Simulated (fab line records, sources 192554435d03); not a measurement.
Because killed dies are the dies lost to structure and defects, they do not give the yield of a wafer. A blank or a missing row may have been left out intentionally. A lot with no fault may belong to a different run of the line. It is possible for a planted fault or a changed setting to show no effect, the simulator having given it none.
Which tool is to blame?	flow n5-finfet	Sampling: 12 lots, 36 wafers, 2 of 1938 route steps

== WHAT THE GAUGES SHOWED, per wafer ==
N5_BEOL_M9_THK_MEAS_53: measures by xrf.
lot	measured	on	M9_THK (nm)
L074	day 9 21:58	film-metro-02	143 136 145
L077	day 10 14:03	film-metro-02	138 137 137
L079	day 11 03:38	film-metro-02	138 138 136
L081	day 11 23:22	film-metro-02	145 139 145
L084	day 12 08:29	film-metro-01	141 140 140
L085	day 12 09:50	film-metro-01	134 143 136
L086	day 13 18:13	film-metro-02	146 147 141
L089	day 14 08:06	film-metro-02	141 139 136
L090	day 14 14:39	film-metro-01	142 146 139
L092	day 14 22:08	film-metro-01	146 147 140
L094	day 15 22:20	film-metro-02	139 145 145
L096	day 16 14:01	film-metro-02	142 143 143

== WHAT TOOL EACH LOT RAN ON (gives the tool, then ch and the chambers of the sampled wafers, and finally the start) ==
lot	N5_BEOL_M9_VIA_ETCH_34
L074	rie-diel-01 ch 0,2,3, day 9 19:14
L077	rie-diel-06 ch 0,1, day 10 11:49
L079	rie-diel-06 ch 0,1, day 11 00:44
L081	rie-diel-03 ch 0,1,2, day 11 19:13
L084	rie-diel-03 ch 1,3, day 12 05:57
L085	rie-diel-06 ch 0,1,2, day 12 06:25
L086	rie-diel-03 ch 0,1,2, day 13 14:49
L089	rie-diel-03 ch 0,1, day 14 04:04
L090	rie-diel-06 ch 0,2,3, day 14 11:49
L092	rie-diel-06 ch 0,2,3, day 14 18:46
L094	rie-diel-03 ch 0,1,3, day 15 19:34
L096	rie-diel-06 ch 1,2,3, day 16 10:46
- N5_BEOL_M9_VIA_ETCH_34: etches SiCOH lowk in C4F6/O2, target depth 182.4 nm, time 68.4 s.

== THE ANSWER, worked out from the rows above alone ==
Rule: what is usual is taken from the lots themselves. Put in order of their means at a reading, lots are off if they are a third of the lots or fewer, leave a main group of 4 or more, and stand apart from it by a gap of 3 or more times the standard deviation of the main group's means; of several such gaps the widest counts. The tables above print the reading to a certain number of digits; a main group whose means all agree to those digits is not used. A lot without any number at a reading at which 4 lots or more have one is off too. Where the step has rows for the other lots, those lots are counted as sound.
None of the lots is off at any reading shown; this tells nothing.

== WHAT HAD BEEN PUT IN BY THE SIMULATOR ==
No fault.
